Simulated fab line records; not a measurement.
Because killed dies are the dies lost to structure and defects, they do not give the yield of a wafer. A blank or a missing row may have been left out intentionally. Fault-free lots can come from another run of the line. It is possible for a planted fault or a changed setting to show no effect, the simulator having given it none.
What tool caused it? / flow n5-finfet / Sampling: 24 lots, 72 wafers, 4 of 1938 route steps

## WHAT THE GAUGES SHOWED, per wafer
N5_BEOL_M0_SAQP_THK_MEAS_05. Usual: thk-nm reads 59.6 nm (standard deviation 1).
lot=L074; measured=day 5 10:26; on=film-metro-01; thk-nm (nm)=60.3 59.7 61.1; flag=
lot=L075; measured=day 5 18:26; on=film-metro-01; thk-nm (nm)=60.8 59.3 61.7; flag=
lot=L076; measured=day 5 21:27; on=film-metro-02; thk-nm (nm)=59.1 58.6 60.8; flag=
lot=L077; measured=day 6 05:04; on=film-metro-01; thk-nm (nm)=60.1 58.5 58.9; flag=
lot=L078; measured=day 6 09:36; on=film-metro-01; thk-nm (nm)=58.2 59.3 60.2; flag=
lot=L079; measured=day 6 17:45; on=film-metro-02; thk-nm (nm)=60.4 58.5 59.8; flag=
lot=L081; measured=day 7 06:28; on=film-metro-02; thk-nm (nm)=59.0 60.5 59.8; flag=
lot=L080; measured=day 7 12:34; on=film-metro-02; thk-nm (nm)=59.8 58.7 59.7; flag=
lot=L082; measured=day 7 17:25; on=film-metro-02; thk-nm (nm)=59.4 60.3 60.3; flag=
lot=L083; measured=day 7 17:57; on=film-metro-02; thk-nm (nm)=57.9 60.0 60.2; flag=
lot=L084; measured=day 8 04:14; on=film-metro-02; thk-nm (nm)=59.3 58.2 61.6; flag=
lot=L085; measured=day 8 10:26; on=film-metro-01; thk-nm (nm)=59.6 61.1 60.4; flag=
lot=L086; measured=day 8 11:34; on=film-metro-02; thk-nm (nm)=60.7 57.7 59.1; flag=
lot=L087; measured=day 8 19:46; on=film-metro-02; thk-nm (nm)=59.4 59.5 61.2; flag=
lot=L088; measured=day 9 02:47; on=film-metro-01; thk-nm (nm)=58.2 59.6 60.3; flag=
lot=L089; measured=day 9 07:13; on=film-metro-01; thk-nm (nm)=58.9 60.0 59.4; flag=
lot=L090; measured=day 9 10:59; on=film-metro-02; thk-nm (nm)=60.3 59.2 59.7; flag=
lot=L091; measured=day 9 19:59; on=film-metro-01; thk-nm (nm)=59.0 60.4 59.0; flag=
lot=L092; measured=day 10 05:36; on=film-metro-02; thk-nm (nm)=59.5 61.4 60.2; flag=
lot=L093; measured=day 10 08:01; on=film-metro-01; thk-nm (nm)=58.5 59.1 60.1; flag=
lot=L094; measured=day 10 14:22; on=film-metro-01; thk-nm (nm)=59.8 61.3 59.6; flag=
lot=L095; measured=day 10 18:10; on=film-metro-01; thk-nm (nm)=58.0 58.2 59.5; flag=
lot=L096; measured=day 10 23:17; on=film-metro-01; thk-nm (nm)=59.5 61.0 61.1; flag=
lot=L097; measured=day 11 08:35; on=film-metro-01; thk-nm (nm)=60.3 61.4 60.3; flag=

N5_BEOL_M0_SAQP_CD_MEAS_25: target cd 13.1 nm. Usual: cd-nm reads 12.74 nm (standard deviation 0.22).
lot=L074; measured=day 5 12:35; on=cd-sem-03; cd-nm (nm)=12.79 12.72 12.78; flag=
lot=L075; measured=day 5 20:36; on=cd-sem-01; cd-nm (nm)=12.37 12.61 12.43; flag=
lot=L076; measured=day 6 00:37; on=cd-sem-01; cd-nm (nm)=12.80 12.74 12.38; flag=
lot=L077; measured=day 6 07:17; on=cd-sem-02; cd-nm (nm)=12.87 13.06 12.71; flag=
lot=L078; measured=day 6 13:10; on=cd-sem-01; cd-nm (nm)=12.82 12.89 12.68; flag=
lot=L079; measured=day 6 19:58; on=cd-sem-01; cd-nm (nm)=12.81 12.58 12.87; flag=
lot=L081; measured=day 7 08:44; on=cd-sem-01; cd-nm (nm)=12.46 13.01 12.77; flag=
lot=L080; measured=day 7 14:34; on=cd-sem-01; cd-nm (nm)=12.50 12.49 12.64; flag=
lot=L082; measured=day 7 19:49; on=cd-sem-01; cd-nm (nm)=12.78 12.67 12.89; flag=
lot=L083; measured=day 7 20:18; on=cd-sem-02; cd-nm (nm)=12.67 12.72 12.38; flag=
lot=L084; measured=day 8 06:27; on=cd-sem-03; cd-nm (nm)=12.71 12.22 12.70; flag=
lot=L085; measured=day 8 13:52; on=cd-sem-01; cd-nm (nm)=12.98 12.58 12.89; flag=
lot=L086; measured=day 8 14:16; on=cd-sem-01; cd-nm (nm)=12.70 12.23 12.64; flag=
lot=L087; measured=day 8 21:56; on=cd-sem-03; cd-nm (nm)=13.01 12.94 12.83; flag=
lot=L088; measured=day 9 04:57; on=cd-sem-03; cd-nm (nm)=12.89 12.56 12.60; flag=
lot=L089; measured=day 9 09:22; on=cd-sem-03; cd-nm (nm)=12.97 12.69 12.81; flag=
lot=L090; measured=day 9 13:33; on=cd-sem-03; cd-nm (nm)=12.71 12.89 12.41; flag=
lot=L091; measured=day 9 22:10; on=cd-sem-02; cd-nm (nm)=12.69 12.98 12.59; flag=
lot=L092; measured=day 10 08:07; on=cd-sem-02; cd-nm (nm)=13.06 12.73 12.88; flag=
lot=L093; measured=day 10 11:13; on=cd-sem-03; cd-nm (nm)=12.62 12.27 12.81; flag=
lot=L094; measured=day 10 17:17; on=cd-sem-03; cd-nm (nm)=12.57 13.02 12.74; flag=
lot=L095; measured=day 10 20:14; on=cd-sem-01; cd-nm (nm)=13.11 12.74 13.28; flag=
lot=L096; measured=day 11 04:24; on=cd-sem-01; cd-nm (nm)=12.83 12.86 12.66; flag=
lot=L097; measured=day 11 10:35; on=cd-sem-03; cd-nm (nm)=12.95 12.86 12.53; flag=

## WHICH TOOL RAN EACH LOT (tool, then ch and the chambers of the sampled wafers, then the start)
lot=L074; N5_MOL_CONTACT_COAG_CMP_52=cmp-04 ch 0,3, day 5 04:58; N5_BEOL_M0_SAQP_ETCH_83=rie-diel-06 ch 0,1,2, day 5 11:03
lot=L075; N5_MOL_CONTACT_COAG_CMP_52=cmp-02 ch 0,1,2, day 5 13:20; N5_BEOL_M0_SAQP_ETCH_83=rie-diel-01 ch 0,1, day 5 19:04
lot=L076; N5_MOL_CONTACT_COAG_CMP_52=cmp-02 ch 0,1,3, day 5 16:51; N5_BEOL_M0_SAQP_ETCH_83=rie-diel-04 ch 0,1,3, day 5 22:03
lot=L077; N5_MOL_CONTACT_COAG_CMP_52=cmp-04 ch 1,2,3, day 6 00:16; N5_BEOL_M0_SAQP_ETCH_83=rie-diel-06 ch 0,1,2, day 6 05:45
lot=L078; N5_MOL_CONTACT_COAG_CMP_52=cmp-04 ch 2,3, day 6 04:14; N5_BEOL_M0_SAQP_ETCH_83=rie-diel-01 ch 0,2, day 6 10:36
lot=L079; N5_MOL_CONTACT_COAG_CMP_52=cmp-04 ch 1,2,3, day 6 11:26; N5_BEOL_M0_SAQP_ETCH_83=rie-diel-04 ch 1,2, day 6 18:22
lot=L081; N5_MOL_CONTACT_COAG_CMP_52=cmp-01 ch 1,2,3, day 7 00:26; N5_BEOL_M0_SAQP_ETCH_83=rie-diel-04 ch 0,1, day 7 07:05
lot=L080; N5_MOL_CONTACT_COAG_CMP_52=cmp-01 ch 0,1, day 7 05:17; N5_BEOL_M0_SAQP_ETCH_83=rie-diel-06 ch 0,2,3, day 7 13:02
lot=L082; N5_MOL_CONTACT_COAG_CMP_52=cmp-04 ch 0,1,3, day 7 09:47; N5_BEOL_M0_SAQP_ETCH_83=rie-diel-01 ch 1,2,3, day 7 18:10
lot=L083; N5_MOL_CONTACT_COAG_CMP_52=cmp-04 ch 0,1, day 7 10:33; N5_BEOL_M0_SAQP_ETCH_83=rie-diel-04 ch 2,3, day 7 18:34
lot=L084; N5_MOL_CONTACT_COAG_CMP_52=cmp-04 ch 0,2, day 7 23:34; N5_BEOL_M0_SAQP_ETCH_83=rie-diel-01 ch 0,1, day 8 04:43
lot=L085; N5_MOL_CONTACT_COAG_CMP_52=cmp-04 ch 1,2,3, day 8 02:56; N5_BEOL_M0_SAQP_ETCH_83=rie-diel-01 ch 1,2,3, day 8 10:55
lot=L086; N5_MOL_CONTACT_COAG_CMP_52=cmp-01 ch 1,2,3, day 8 06:46; N5_BEOL_M0_SAQP_ETCH_83=rie-diel-04 ch 0,1,3, day 8 12:11
lot=L087; N5_MOL_CONTACT_COAG_CMP_52=cmp-01 ch 1,3, day 8 10:40; N5_BEOL_M0_SAQP_ETCH_83=rie-diel-01 ch 0,3, day 8 20:22
lot=L088; N5_MOL_CONTACT_COAG_CMP_52=cmp-01 ch 0,1,2, day 8 22:04; N5_BEOL_M0_SAQP_ETCH_83=rie-diel-06 ch 0,1,3, day 9 03:24
lot=L089; N5_MOL_CONTACT_COAG_CMP_52=cmp-01 ch 1,3, day 9 01:17; N5_BEOL_M0_SAQP_ETCH_83=rie-diel-04 ch 0,1, day 9 07:50
lot=L090; N5_MOL_CONTACT_COAG_CMP_52=cmp-02 ch 1,2,3, day 9 05:52; N5_BEOL_M0_SAQP_ETCH_83=rie-diel-01 ch 0,2, day 9 11:28
lot=L091; N5_MOL_CONTACT_COAG_CMP_52=cmp-04 ch 1,2,3, day 9 13:56; N5_BEOL_M0_SAQP_ETCH_83=rie-diel-04 ch 0,2,3, day 9 20:37
lot=L092; N5_MOL_CONTACT_COAG_CMP_52=cmp-02 ch 0,1,3, day 9 23:35; N5_BEOL_M0_SAQP_ETCH_83=rie-diel-04 ch 0,2,3, day 10 06:34
lot=L093; N5_MOL_CONTACT_COAG_CMP_52=cmp-01 ch 2,3, day 10 00:59; N5_BEOL_M0_SAQP_ETCH_83=rie-diel-01 ch 2,3, day 10 08:30
lot=L094; N5_MOL_CONTACT_COAG_CMP_52=cmp-01 ch 0,1, day 10 09:01; N5_BEOL_M0_SAQP_ETCH_83=rie-diel-04 ch 2,3, day 10 15:28
lot=L095; N5_MOL_CONTACT_COAG_CMP_52=cmp-02 ch 0,2,3, day 10 12:01; N5_BEOL_M0_SAQP_ETCH_83=rie-diel-06 ch 0,2,3, day 10 18:42
lot=L096; N5_MOL_CONTACT_COAG_CMP_52=cmp-01 ch 0,1,2, day 10 18:04; N5_BEOL_M0_SAQP_ETCH_83=rie-diel-01 ch 1,2, day 10 23:55
lot=L097; N5_MOL_CONTACT_COAG_CMP_52=cmp-02 ch 0,1,3, day 11 03:26; N5_BEOL_M0_SAQP_ETCH_83=rie-diel-06 ch 0,3, day 11 09:04
- N5_MOL_CONTACT_COAG_CMP_52: polishes, stops on SiO2, t overpolish 1.5 s, target thk 66.5 nm.
- N5_BEOL_M0_SAQP_ETCH_83: etches SiARC in CF4, target depth 39 nm, time 65 s.

## WHAT THE TOOLS THEMSELVES READ (means of the sampled wafers that have a number; where no wafer has one, the mark that the record gives instead)
N5_MOL_CONTACT_COAG_CMP_52. Usual: motor-current-A 12.6 A, standard deviation 1.3; overpolish-run-s 1.500 s, standard deviation 0.009; time-to-endpoint-s 13.5 s, standard deviation 2.9.
lot=L074; tool=cmp-04; motor-current-A (A)=12.7; overpolish-run-s (s)=1.501; time-to-endpoint-s (s)=15.3; flag=
lot=L075; tool=cmp-02; motor-current-A (A)=13.3; overpolish-run-s (s)=1.499; time-to-endpoint-s (s)=15.4; flag=
lot=L076; tool=cmp-02; motor-current-A (A)=11.8; overpolish-run-s (s)=1.500; time-to-endpoint-s (s)=12.0; flag=
lot=L077; tool=cmp-04; motor-current-A (A)=12.8; overpolish-run-s (s)=1.489; time-to-endpoint-s (s)=14.6; flag=
lot=L078; tool=cmp-04; motor-current-A (A)=13.3; overpolish-run-s (s)=1.499; time-to-endpoint-s (s)=11.2; flag=
lot=L079; tool=cmp-04; motor-current-A (A)=12.7; overpolish-run-s (s)=1.503; time-to-endpoint-s (s)=15.7; flag=
lot=L081; tool=cmp-01; motor-current-A (A)=12.5; overpolish-run-s (s)=1.496; time-to-endpoint-s (s)=12.9; flag=
lot=L080; tool=cmp-01; motor-current-A (A)=12.6; overpolish-run-s (s)=1.497; time-to-endpoint-s (s)=15.0; flag=
lot=L082; tool=cmp-04; motor-current-A (A)=12.3; overpolish-run-s (s)=1.505; time-to-endpoint-s (s)=13.7; flag=
lot=L083; tool=cmp-04; motor-current-A (A)=11.7; overpolish-run-s (s)=1.490; time-to-endpoint-s (s)=13.3; flag=
lot=L084; tool=cmp-04; motor-current-A (A)=11.6; overpolish-run-s (s)=1.504; time-to-endpoint-s (s)=13.8; flag=
lot=L085; tool=cmp-04; motor-current-A (A)=13.0; overpolish-run-s (s)=1.504; time-to-endpoint-s (s)=15.2; flag=
lot=L086; tool=cmp-01; motor-current-A (A)=12.8; overpolish-run-s (s)=1.503; time-to-endpoint-s (s)=16.0; flag=
lot=L087; tool=cmp-01; motor-current-A (A)=11.7; overpolish-run-s (s)=1.503; time-to-endpoint-s (s)=14.5; flag=
lot=L088; tool=cmp-01; motor-current-A (A)=12.6; overpolish-run-s (s)=1.492; time-to-endpoint-s (s)=14.4; flag=
lot=L089; tool=cmp-01; motor-current-A (A)=12.2; overpolish-run-s (s)=1.500; time-to-endpoint-s (s)=15.7; flag=
lot=L090; tool=cmp-02; motor-current-A (A)=12.8; overpolish-run-s (s)=1.503; time-to-endpoint-s (s)=11.8; flag=
lot=L091; tool=cmp-04; motor-current-A (A)=12.8; overpolish-run-s (s)=1.510; time-to-endpoint-s (s)=13.6; flag=
lot=L092; tool=cmp-02; motor-current-A (A)=11.7; overpolish-run-s (s)=1.499; time-to-endpoint-s (s)=12.3; flag=
lot=L093; tool=cmp-01; motor-current-A (A)=13.2; overpolish-run-s (s)=1.496; time-to-endpoint-s (s)=11.6; flag=
lot=L094; tool=cmp-01; motor-current-A (A)=11.8; overpolish-run-s (s)=1.503; time-to-endpoint-s (s)=11.8; flag=
lot=L095; tool=cmp-02; motor-current-A (A)=13.3; overpolish-run-s (s)=1.495; time-to-endpoint-s (s)=8.8; flag=
lot=L096; tool=cmp-01; motor-current-A (A)=13.6; overpolish-run-s (s)=1.498; time-to-endpoint-s (s)=15.2; flag=
lot=L097; tool=cmp-02; motor-current-A (A)=12.1; overpolish-run-s (s)=1.499; time-to-endpoint-s (s)=11.9; flag=

N5_BEOL_M0_SAQP_ETCH_83. Usual: drypump-motor-current-A 5.5 A, standard deviation 0.35; etch-rf-on-time-s 63.9 s, standard deviation 2.7; oes-product-au 0.68 a.u., standard deviation 0.076; rf-vpp-V 184.2 V, standard deviation 1.2; showerhead-plenum-p-Torr 2.14 Torr, standard deviation 0.06; throttle-valve-pct 15.65 %, standard deviation 0.28.
lot=L074; tool=rie-diel-06; drypump-motor-current-A (A)=5.5; etch-rf-on-time-s (s)=64.4; oes-product-au (a.u.)=0.67; rf-vpp-V (V)=183.9; showerhead-plenum-p-Torr (Torr)=2.12; throttle-valve-pct (%)=15.62; flag=
lot=L075; tool=rie-diel-01; drypump-motor-current-A (A)=6.1; etch-rf-on-time-s (s)=67.7; oes-product-au (a.u.)=0.60; rf-vpp-V (V)=184.3; showerhead-plenum-p-Torr (Torr)=2.15; throttle-valve-pct (%)=15.60; flag=
lot=L076; tool=rie-diel-04; drypump-motor-current-A (A)=5.3; etch-rf-on-time-s (s)=65.6; oes-product-au (a.u.)=0.59; rf-vpp-V (V)=184.8; showerhead-plenum-p-Torr (Torr)=2.17; throttle-valve-pct (%)=15.97; flag=
lot=L077; tool=rie-diel-06; drypump-motor-current-A (A)=5.5; etch-rf-on-time-s (s)=65.8; oes-product-au (a.u.)=0.66; rf-vpp-V (V)=183.8; showerhead-plenum-p-Torr (Torr)=2.12; throttle-valve-pct (%)=15.62; flag=
lot=L078; tool=rie-diel-01; drypump-motor-current-A (A)=5.5; etch-rf-on-time-s (s)=62.4; oes-product-au (a.u.)=0.70; rf-vpp-V (V)=183.8; showerhead-plenum-p-Torr (Torr)=2.16; throttle-valve-pct (%)=15.62; flag=
lot=L079; tool=rie-diel-04; drypump-motor-current-A (A)=5.6; etch-rf-on-time-s (s)=61.4; oes-product-au (a.u.)=0.65; rf-vpp-V (V)=183.8; showerhead-plenum-p-Torr (Torr)=2.10; throttle-valve-pct (%)=15.63; flag=
lot=L081; tool=rie-diel-04; drypump-motor-current-A (A)=5.4; etch-rf-on-time-s (s)=64.8; oes-product-au (a.u.)=0.60; rf-vpp-V (V)=185.2; showerhead-plenum-p-Torr (Torr)=2.20; throttle-valve-pct (%)=16.10; flag=
lot=L080; tool=rie-diel-06; drypump-motor-current-A (A)=5.3; etch-rf-on-time-s (s)=66.0; oes-product-au (a.u.)=0.67; rf-vpp-V (V)=184.1; showerhead-plenum-p-Torr (Torr)=2.12; throttle-valve-pct (%)=15.66; flag=
lot=L082; tool=rie-diel-01; drypump-motor-current-A (A)=5.4; etch-rf-on-time-s (s)=64.4; oes-product-au (a.u.)=0.71; rf-vpp-V (V)=185.0; showerhead-plenum-p-Torr (Torr)=2.19; throttle-valve-pct (%)=15.59; flag=
lot=L083; tool=rie-diel-04; drypump-motor-current-A (A)=5.3; etch-rf-on-time-s (s)=61.6; oes-product-au (a.u.)=0.79; rf-vpp-V (V)=182.7; showerhead-plenum-p-Torr (Torr)=2.09; throttle-valve-pct (%)=15.40; flag=
lot=L084; tool=rie-diel-01; drypump-motor-current-A (A)=5.9; etch-rf-on-time-s (s)=66.8; oes-product-au (a.u.)=0.71; rf-vpp-V (V)=184.0; showerhead-plenum-p-Torr (Torr)=2.19; throttle-valve-pct (%)=15.42; flag=
lot=L085; tool=rie-diel-01; drypump-motor-current-A (A)=5.4; etch-rf-on-time-s (s)=63.4; oes-product-au (a.u.)=0.71; rf-vpp-V (V)=184.0; showerhead-plenum-p-Torr (Torr)=2.19; throttle-valve-pct (%)=15.60; flag=
lot=L086; tool=rie-diel-04; drypump-motor-current-A (A)=5.4; etch-rf-on-time-s (s)=64.0; oes-product-au (a.u.)=0.67; rf-vpp-V (V)=185.2; showerhead-plenum-p-Torr (Torr)=2.17; throttle-valve-pct (%)=15.86; flag=
lot=L087; tool=rie-diel-01; drypump-motor-current-A (A)=5.7; etch-rf-on-time-s (s)=63.9; oes-product-au (a.u.)=0.75; rf-vpp-V (V)=183.9; showerhead-plenum-p-Torr (Torr)=2.15; throttle-valve-pct (%)=15.44; flag=
lot=L088; tool=rie-diel-06; drypump-motor-current-A (A)=5.4; etch-rf-on-time-s (s)=64.4; oes-product-au (a.u.)=0.61; rf-vpp-V (V)=184.1; showerhead-plenum-p-Torr (Torr)=2.09; throttle-valve-pct (%)=15.78; flag=
lot=L089; tool=rie-diel-04; drypump-motor-current-A (A)=5.5; etch-rf-on-time-s (s)=64.4; oes-product-au (a.u.)=0.59; rf-vpp-V (V)=184.9; showerhead-plenum-p-Torr (Torr)=2.19; throttle-valve-pct (%)=16.09; flag=
lot=L090; tool=rie-diel-01; drypump-motor-current-A (A)=5.5; etch-rf-on-time-s (s)=61.4; oes-product-au (a.u.)=0.77; rf-vpp-V (V)=184.1; showerhead-plenum-p-Torr (Torr)=2.15; throttle-valve-pct (%)=15.48; flag=
lot=L091; tool=rie-diel-04; drypump-motor-current-A (A)=5.4; etch-rf-on-time-s (s)=63.1; oes-product-au (a.u.)=0.68; rf-vpp-V (V)=182.7; showerhead-plenum-p-Torr (Torr)=2.12; throttle-valve-pct (%)=15.70; flag=
lot=L092; tool=rie-diel-04; drypump-motor-current-A (A)=5.3; etch-rf-on-time-s (s)=62.4; oes-product-au (a.u.)=0.68; rf-vpp-V (V)=183.2; showerhead-plenum-p-Torr (Torr)=2.11; throttle-valve-pct (%)=15.70; flag=
lot=L093; tool=rie-diel-01; drypump-motor-current-A (A)=5.2; etch-rf-on-time-s (s)=62.4; oes-product-au (a.u.)=0.72; rf-vpp-V (V)=184.7; showerhead-plenum-p-Torr (Torr)=2.17; throttle-valve-pct (%)=15.64; flag=
lot=L094; tool=rie-diel-04; drypump-motor-current-A (A)=5.3; etch-rf-on-time-s (s)=61.7; oes-product-au (a.u.)=0.74; rf-vpp-V (V)=184.0; showerhead-plenum-p-Torr (Torr)=2.08; throttle-valve-pct (%)=15.44; flag=
lot=L095; tool=rie-diel-06; drypump-motor-current-A (A)=5.2; etch-rf-on-time-s (s)=64.7; oes-product-au (a.u.)=0.65; rf-vpp-V (V)=184.3; showerhead-plenum-p-Torr (Torr)=2.11; throttle-valve-pct (%)=15.69; flag=
lot=L096; tool=rie-diel-01; drypump-motor-current-A (A)=5.6; etch-rf-on-time-s (s)=65.6; oes-product-au (a.u.)=0.66; rf-vpp-V (V)=184.9; showerhead-plenum-p-Torr (Torr)=2.21; throttle-valve-pct (%)=15.65; flag=
lot=L097; tool=rie-diel-06; drypump-motor-current-A (A)=5.3; etch-rf-on-time-s (s)=63.9; oes-product-au (a.u.)=0.62; rf-vpp-V (V)=182.9; showerhead-plenum-p-Torr (Torr)=2.07; throttle-valve-pct (%)=15.97; flag=

## THE ANSWER, worked out from the rows above alone
Rule: a lot is off if the mean of its wafers that have a number lies more than 3 standard deviations from the usual mean. Also off: a lot with no number at a reading for which 4 or more lots have one. The other lots that the step has rows for count as sound. First the gauges in route order, then the tools' own readings, where a lot's mean is used as printed above. At the first step where some lot is off, the reading lying furthest off is the one used; lots without a number count as furthest.
Across all readings shown, no lot is off: no conclusion can be drawn from this.

## WHAT THE SIMULATOR HAD INSERTED
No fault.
